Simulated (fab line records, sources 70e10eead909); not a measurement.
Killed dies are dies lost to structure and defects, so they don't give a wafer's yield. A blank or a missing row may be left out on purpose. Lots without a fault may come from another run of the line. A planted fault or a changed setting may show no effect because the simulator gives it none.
fab line records | flow nand_harc
record lots=5 wafers=15 last_day=32
route steps=1302 shown P_ZERO_WELL@44
lots that met no fault: from a run of the same line without faults
start_h: hours from the record's first day to the start of the lot's first wafer shown | wait_h: hours since the lot's step before | " the same as in the row above | L1.1+2: a row that stands for several wafers | - no value, or no start given | * or withheld: withheld | < > ~ a bound
route shown NAME@n: a module of which the file shows steps, and the number in the route of the first | usual: mean/standard deviation of fault-free wafers | same: alike in all rows | chamber/n: place in a boat | sites: the reading at each site | _std_site: their standard deviation | _edge_site: outer sites' mean less inner sites' | radius_mm: how far each site lies from the wafer's centre | mask NAME#n: copy n | behind: the tool/chamber that last shaped the wafer | hold: why the lot was held/for how many hours/how that ended | device: the transistor (n, p or np) that didn't switch | end of line: the same wafers' tests at the end of the route | a step without rows: its recipe alone | killed: dies lost to structure and defects at the first sort, not the wafer's yield | map: a wafer's dies, x killed, . not, _ none there
set.NAME: the setting as run; set.NAME@STEP: as run at that earlier step | model.NAME: the simulator's own value behind a step, which no gauge read
lots at some steps of the route; a table a step, a row a wafer
services: from which hour (start_h, from the record's first day; less than 0 if before it) a tool's chamber was out of use, for how many hours, and why
## steps
# step NHARC_P_ZERO_WELL_CD_MEAS_37
# recipe target_cd_nm=720 landing_energy_ev=500
# usual cd_nm=720.1/2.1
# columns lot.wafer tool chamber start_h wait_h cd_nm
L109.1 cd_sem-02 0 24.14 - 719.2
L109.4 " 0 " " 719.6
L109.6 " 0 " " 718.8
L116.1 cd_sem-03 0 94.34 - 718.8
L116.3 " 0 " " 718.8
L116.5 " 0 " " 720.4
L117.1 cd_sem-02 0 104.19 - 720.7
L117.3 " 0 " " 722.0
L117.6 " 0 " " 722.5
L127.1 cd_sem-02 0 204.27 - 718.1
L127.2 " 0 " " 718.9
L127.6 " 0 " " 721.2
L132.2 cd_sem-02 0 254.30 - 720.5
L132.4 " 0 " " 719.0
L132.6 " 0 " " 721.1
# step NHARC_P_ZERO_WELL_HARDBAKE_38
# recipe temp_c=125 time_s=80
# step NHARC_P_ZERO_WELL_DESCUM_39
# recipe time_s=3 o2_flow_sccm=200 ar_flow_sccm=0 bias_power_w=0 chemistry=O2
# usual drypump_motor_current_A=5.9/0.41 oes_product_au=1.006/0.01 rf_vpp_V=57.7/0.94 showerhead_plenum_p_Torr=1.92/0.078 throttle_valve_pct=11.311/0.0089
# columns lot.wafer tool chamber start_h wait_h drypump_motor_current_A oes_product_au rf_hours_counter_h rf_vpp_V showerhead_plenum_p_Torr throttle_valve_pct
L109.1 rie_diel-10 1 24.32 - 6.1 0.999 34 57.7 1.90 11.318
L109.4 " 3 " " 6.2 1.003 36 57.7 1.98 11.314
L109.6 " 0 " " 6.3 1.001 - 57.8 1.93 11.301
L116.1 rie_diel-11 3 94.51 - 6.3 1.005 2 57.3 2.00 11.301
L116.3 " 1 " " 6.4 0.990 2 57.0 1.99 11.319
L116.5 " 2 " " 5.5 0.999 - 57.8 1.86 11.309
L117.1 rie_diel-11 0 104.35 - 5.3 0.999 8 59.0 2.07 11.301
L117.3 " 2 " " 5.5 1.010 6 57.4 1.86 11.329
L117.6 " 0 " " 5.3 1.000 - 58.8 2.07 11.315
L127.2 rie_diel-11 1 204.43 - 6.3 0.996 44 58.4 1.98 11.300
L127.1 " 0 " " 5.3 1.015 43 58.7 2.06 11.309
L127.6 " 1 " " 6.4 1.003 - 58.6 1.98 11.316
L132.2 rie_diel-07 3 254.47 - 6.0 1.008 36 58.7 1.90 11.313
L132.4 " 0 " " 5.1 1.009 37 57.7 1.89 11.309
L132.6 " 2 " " 5.8 0.990 - 56.1 1.80 11.295
# step NHARC_P_ZERO_WELL_IMPLANT_40
# recipe energy_kev=300 dose_cm2=1e+13 tilt_deg=7
# step NHARC_P_ZERO_WELL_IMPLANT_59
# recipe energy_kev=120 dose_cm2=5e+12 tilt_deg=7
# step NHARC_P_ZERO_WELL_IMPLANT_60
# recipe energy_kev=30 dose_cm2=2e+12 tilt_deg=7
# step NHARC_P_ZERO_WELL_STRIP_41
# recipe time_s=840 temp_c=130 chemistry=SPM
# step NHARC_P_ZERO_WELL_DEHYDRATE_44
# recipe temp_c=150 time_s=120
# step NHARC_P_ZERO_WELL_HMDS_45
# recipe time_s=30
# step NHARC_P_ZERO_WELL_COAT_46
# recipe spin_rpm=withheld
# step NHARC_P_ZERO_WELL_SOFTBAKE_47
# recipe temp_c=122 time_s=95
# step NHARC_P_ZERO_WELL_EBR_48
# step NHARC_P_ZERO_WELL_EXPOSE_49
# recipe na=0.6 target_cd_nm=2000 dose_mj=22.64 mask_id=P_HVPW
# same na=0.6
# columns lot.wafer tool chamber start_h wait_h mask
L109.1+4+6 krf_scanner-02 0 25.64 - P_HVPW#0
L116.1+3+5 krf_scanner-04 0 95.82 - P_HVPW#0
L117.1+3+6 krf_scanner-02 0 105.66 - P_HVPW#0
L127.1+2+6 krf_scanner-02 0 205.63 - P_HVPW#0
L132.2+4+6 krf_scanner-04 0 255.78 - P_HVPW#0
# step NHARC_P_ZERO_WELL_PEB_50
# recipe peb_temp_c=118 peb_time_s=85
# step NHARC_P_ZERO_WELL_DEVELOP_51
# recipe time_s=70
# step NHARC_P_ZERO_WELL_CD_MEAS_52
# recipe target_cd_nm=2000 landing_energy_ev=500
# usual cd_nm=1999.8/2
# columns lot.wafer tool chamber start_h wait_h hold cd_nm
L109.1 cd_sem-01 0 25.79 - - 2000.7
L109.4 " 0 " " - 1999.0
L109.6 " 0 " " - 2003.5
L116.1 cd_sem-02 0 95.98 - - 2002.4
L116.3 " 0 " " - 2001.8
L116.5 " 0 " " - 2004.6
L117.1 cd_sem-01 0 105.83 - - 2000.3
L117.3 " 0 " " - 2001.5
L117.6 " 0 " " - 1999.6
L127.1 cd_sem-02 0 205.78 - await_dispo/0.2h/release 2046.7
L127.2 " 0 " " await_dispo/0.2h/release 1999.0
L127.6 " 0 " " await_dispo/0.2h/release 2046.5
L127.1 cd_sem-02 0 - - - 2046.6
L127.2 " 0 " " - 1998.9
L127.6 " 0 " " - 2046.6
L132.2 cd_sem-02 0 255.94 - - 1998.6
L132.4 " 0 " " - 2001.8
L132.6 " 0 " " - 1999.7
# step NHARC_P_ZERO_WELL_DESCUM_54
# recipe time_s=3 o2_flow_sccm=200 ar_flow_sccm=0 bias_power_w=0 chemistry=O2
# usual drypump_motor_current_A=5.9/0.42 oes_product_au=1.004/0.011 rf_vpp_V=57.7/0.82 showerhead_plenum_p_Torr=1.90/0.065 throttle_valve_pct=11.309/0.009
# columns lot.wafer tool chamber start_h wait_h drypump_motor_current_A oes_product_au rf_hours_counter_h rf_vpp_V showerhead_plenum_p_Torr throttle_valve_pct model.P_ZERO_WELL.cd_nm
L109.4 rie_diel-11 1 25.97 - 6.4 1.010 39 57.5 2.00 11.317 1999
L109.1 " 3 " " 6.3 1.006 40 57.7 2.01 11.316 2001
L109.6 " 1 " " 6.4 1.001 - 57.7 2.00 11.306 2003
L116.3 rie_diel-11 3 96.23 - 6.3 1.016 3 58.5 2.00 11.308 2003
L116.1 " 0 " " 5.3 0.999 3 58.1 2.08 11.314 2002
L116.5 " 2 " " 5.5 1.003 - 57.3 1.86 11.292 2004
L117.3 rie_diel-07 0 105.99 - 5.1 1.012 56 57.6 1.90 11.298 2001
L117.1 " 1 " " 6.3 0.991 55 58.5 1.95 11.306 2000
L117.6 " 1 " " 6.3 0.984 - 56.9 1.95 11.325 1999
L127.1 rie_diel-07 3 209.68 - 6.0 1.007 23 58.0 1.90 11.318 2046
L127.2 " 1 " " 6.3 1.002 22 57.6 1.94 11.308 1999
L127.6 " 3 " " 6.0 1.005 - 56.0 1.90 11.308 2046
L132.4 rie_diel-11 2 256.11 - 5.6 1.022 59 58.9 1.85 11.308 2002
L132.2 " 0 " " 5.3 1.000 63 59.2 2.06 11.319 1998
L132.6 " 2 " " 5.6 1.021 - 57.9 1.85 11.302 1999
# step NHARC_P_ZERO_WELL_IMPLANT_55
# recipe energy_kev=180 dose_cm2=8e+11 tilt_deg=7
## services
# columns tool chamber start_h hours kind
rie_diel-10 3 9.03 1.5 repair
krf_scanner-04 - 10.00 4.0 pm
rie_diel-11 0 12.89 - clean
rie_diel-11 1 12.89 - clean
rie_diel-11 2 12.89 - clean
rie_diel-11 3 12.89 - clean
rie_diel-11 0 37.39 - clean
rie_diel-11 1 37.39 - clean
rie_diel-11 2 37.39 - clean
rie_diel-11 3 37.39 - clean
krf_scanner-04 - 52.65 6.1 repair
rie_diel-11 0 61.89 - clean
rie_diel-10 - 71.53 9.0 pm
rie_diel-11 - 79.93 9.0 pm
krf_scanner-04 - 80.15 4.2 repair
krf_scanner-02 - 94.00 4.0 pm
krf_scanner-02 - 112.61 0.4 repair
rie_diel-11 - 117.97 0.4 repair
rie_diel-07 - 118.04 9.0 pm
krf_scanner-04 - 182.00 4.0 pm
rie_diel-10 - 186.86 0.5 repair
krf_scanner-04 - 216.87 0.7 repair
rie_diel-07 1 221.90 10.4 repair
rie_diel-10 - 248.53 9.0 pm
## key
first_sign step=NHARC_P_ZERO_WELL_CD_MEAS_52 reading=visit direction=added
effect step=NHARC_P_ZERO_WELL_CD_MEAS_52 reading=cd_nm direction=up sigmas=23 usual=1999.8 struck=2046.6
model_effect step=NHARC_P_ZERO_WELL_DESCUM_54 value=P_ZERO_WELL.cd_nm without=2001 struck=2046
met_at NHARC_P_ZERO_WELL_EXPOSE_49
struck_wafers L127.1,L127.6
tester_left_out L127
onset_between 105.66 205.63
fault kind=process_parameter_drift tool=krf_scanner-02 chamber=- onset_h=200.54 steps=NHARC_P_ZERO_WELL_EXPOSE_49 channel=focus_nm offset=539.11 shape=step end_h=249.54 scope=struck_wafers_only
# tester_left_out: of these lots the tester's yield and bins aren't shown, on N5 and GAA mostly nor the transistor test; their killed dies are dies lost to structure and defects alone, not to doping, threshold or leakage, so they don't give the yield
